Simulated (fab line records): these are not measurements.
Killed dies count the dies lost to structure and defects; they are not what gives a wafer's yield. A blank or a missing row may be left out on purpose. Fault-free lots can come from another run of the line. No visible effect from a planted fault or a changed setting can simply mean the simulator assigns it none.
Shared-tool check ; flow nandHarc ; 45 wafers sampled across 15 lots

REASON FOR OPENING
Flagged at NHARC_A_M0_CD_MEAS_09: reading cdNm, on 3 of 15 lots. Wafers without a fault read 80.0 nm, standard deviation 0.6.
Rule: a lot is flagged in two cases, either no wafer of it has a number, or all its wafers with numbers fall more than 4 standard deviations from that mean. The rest of the lots are taken to be sound.

lot;measured;on;cdNm (nm), wafer by wafer;flag
L127;day 17 18:12;cdSem-03;80.6 80.0 80.0;
L128;day 17 18:38;cdSem-02;79.7 79.3 79.8;
L129;day 17 23:53;cdSem-01;79.9 80.3 79.1;
L131;day 18 04:39;cdSem-03;80.3 80.6 80.0;
L136;day 19 23:17;cdSem-01;101.2 101.5 100.8;FLAGGED
L139;day 20 05:56;cdSem-01;98.8 98.0 98.0;FLAGGED
L140;day 20 11:17;cdSem-02;97.4 96.9 97.5;FLAGGED
L141;day 21 14:35;cdSem-03;80.1 80.5 79.5;
L142;day 21 17:26;cdSem-01;79.4 78.9 79.0;
L144;day 22 01:17;cdSem-03;80.5 80.6 81.5;
L146;day 22 18:23;cdSem-03;80.5 80.8 80.4;
L147;day 22 23:19;cdSem-02;79.0 79.1 79.4;
L145;day 23 06:49;cdSem-02;79.8 80.5 79.7;
L148;day 23 08:46;cdSem-02;80.6 80.1 80.2;
L149;day 23 13:14;cdSem-03;79.9 80.2 79.3;
On average the flagged lots' numbers are 98.9 nm, which is +18.9 nm against the usual, or +32 standard deviations.

WHICH TOOL RAN EACH LOT
The record holds 3 process steps before the reading, out of a route of 1159 steps. In each cell: the tool, then ch and the chambers that the sampled wafers went through, then the start.
lot;flag;NHARC_A_BLC_ETCH_16;NHARC_A_BLC_CVD_24;NHARC_A_M0_EXPOSE_06
L127;;rieDiel-12 ch 0,1,3, day 17 13:47;cvdW-02 ch 0, day 17 18:04 or earlier;arfiScanner-03 ch 0, day 17 18:04
L128;;rieDiel-01 ch 0,2, day 17 14:19;cvdW-02 ch 0,1, day 17 18:30 or earlier;arfiScanner-02 ch 0, day 17 18:30
L129;;rieDiel-01 ch 1,2, day 17 17:34;cvdW-02 ch 0,1, day 17 23:45 or earlier;arfiScanner-01 ch 0, day 17 23:45
L131;;rieDiel-01 ch 0,1,2, day 18 00:34;cvdW-02 ch 0,1, day 18 04:31 or earlier;arfiScanner-01 ch 0, day 18 04:31
L136;FLAGGED;rieDiel-12 ch 2,3, day 19 15:52;cvdW-01 ch 0,1, day 19 23:09 or earlier;arfiScanner-02 ch 0, day 19 23:09
L139;FLAGGED;rieDiel-12 ch 0,1, day 19 23:48;cvdW-01 ch 0,1, day 20 05:48 or earlier;arfiScanner-02 ch 0, day 20 05:48
L140;FLAGGED;rieDiel-01 ch 1,3, day 20 06:00;cvdW-01 ch 0,1, day 20 11:09 or earlier;arfiScanner-02 ch 0, day 20 11:09
L141;;rieDiel-01 ch 2,3, day 21 00:24;cvdW-02 ch 1, day 21 14:26 or earlier;arfiScanner-03 ch 0, day 21 14:26
L142;;rieDiel-01 ch 1,3, day 21 09:47;cvdW-01 ch 1, day 21 17:17 or earlier;arfiScanner-01 ch 0, day 21 17:17
L144;;rieDiel-02 ch 1,2,3, day 21 17:05;cvdW-02 ch 0,1, day 22 01:09 or earlier;arfiScanner-03 ch 0, day 22 01:09
L146;;rieDiel-01 ch 0,2,3, day 22 14:10;cvdW-01 ch 0,1, day 22 18:14 or earlier;arfiScanner-01 ch 0, day 22 18:14
L147;;rieDiel-01 ch 1,2,3, day 22 17:26;cvdW-01 ch 0,1, day 22 23:10 or earlier;arfiScanner-01 ch 0, day 22 23:10
L145;;rieDiel-12 ch 0,1,3, day 23 00:02;cvdW-01 ch 0, day 23 06:40 or earlier;arfiScanner-03 ch 0, day 23 06:40
L148;;rieDiel-01 ch 0,2,3, day 23 01:39;cvdW-01 ch 0, day 23 08:38 or earlier;arfiScanner-01 ch 0, day 23 08:38
L149;;rieDiel-12 ch 1,3, day 23 09:02;cvdW-01 ch 0, day 23 13:05 or earlier;arfiScanner-03 ch 0, day 23 13:05
What is done by these steps:
- NHARC_A_BLC_ETCH_16: etches the open film in CF4, target depth 39 nm, time 65 s.
- NHARC_A_BLC_CVD_24: deposits W, target thk 150 nm, time 434 s.
- NHARC_A_M0_EXPOSE_06: exposes mask A M0, target cd 80 nm.
- NHARC_A_M0_CD_MEAS_09: target cd 80 nm.

FLAGGED AGAINST TOTAL, ONE TOOL AT A TIME (gauges that did the reading follow at the end)
step;tool;lots run;flagged;share of the flagged lots;sound lots run after its first flagged lot
NHARC_A_BLC_ETCH_16;rieDiel-01;9;1;some;5 (L141,L142,L146,L147,L148)
NHARC_A_BLC_ETCH_16;rieDiel-02;1;0;none;-
NHARC_A_BLC_ETCH_16;rieDiel-12;5;2;some;2 (L145,L149)
NHARC_A_BLC_CVD_24;cvdW-01;9;3;all;6 (L142,L146,L147,L145,L148,L149)
NHARC_A_BLC_CVD_24;cvdW-02;6;0;none;-
NHARC_A_M0_EXPOSE_06;arfiScanner-01;6;0;none;-
NHARC_A_M0_EXPOSE_06;arfiScanner-02;4;3;all;0
NHARC_A_M0_EXPOSE_06;arfiScanner-03;5;0;none;-
NHARC_A_M0_CD_MEAS_09;cdSem-01;4;2;some;1 (L142)
NHARC_A_M0_CD_MEAS_09;cdSem-02;5;1;some;3 (L147,L145,L148)
NHARC_A_M0_CD_MEAS_09;cdSem-03;6;0;none;-
With no start given for some of its lots, NHARC_A_BLC_CVD_24 uses the hours and lot order of NHARC_A_M0_EXPOSE_06.

WHAT THE TABLE ALLOWS
Table rows that saw every flagged lot: 2, namely cvdW-01 at NHARC_A_BLC_CVD_24 and arfiScanner-02 at NHARC_A_M0_EXPOSE_06.
- cvdW-01 at NHARC_A_BLC_CVD_24 ran 9 lots, 3 of them flagged. Sound lots ran on it after the first flagged one (L142, L146, L147, L145, L148, L149), which a lasting fault on the whole tool wouldn't allow.
- arfiScanner-02 at NHARC_A_M0_EXPOSE_06 ran 4 lots, 3 of them flagged. Its last sound lot is L128 (day 17 18:30), its first flagged lot L136 (day 19 23:09): a fault that began between those two fits. Its own readings lie more than 4 standard deviations out on every wafer of the flagged lots: exposureDoseMJCm2.
Left over: one tool, arfiScanner-02 at NHARC_A_M0_EXPOSE_06.

WHAT WAS PUT IN BY THE SIMULATOR
Process parameter drift: arfiScanner-02, from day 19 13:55 on, at NHARC_A_M0_EXPOSE_06. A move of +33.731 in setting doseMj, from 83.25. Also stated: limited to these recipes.
Shown lots that were struck: L136, L139, L140. The rule given above showed the same thing.
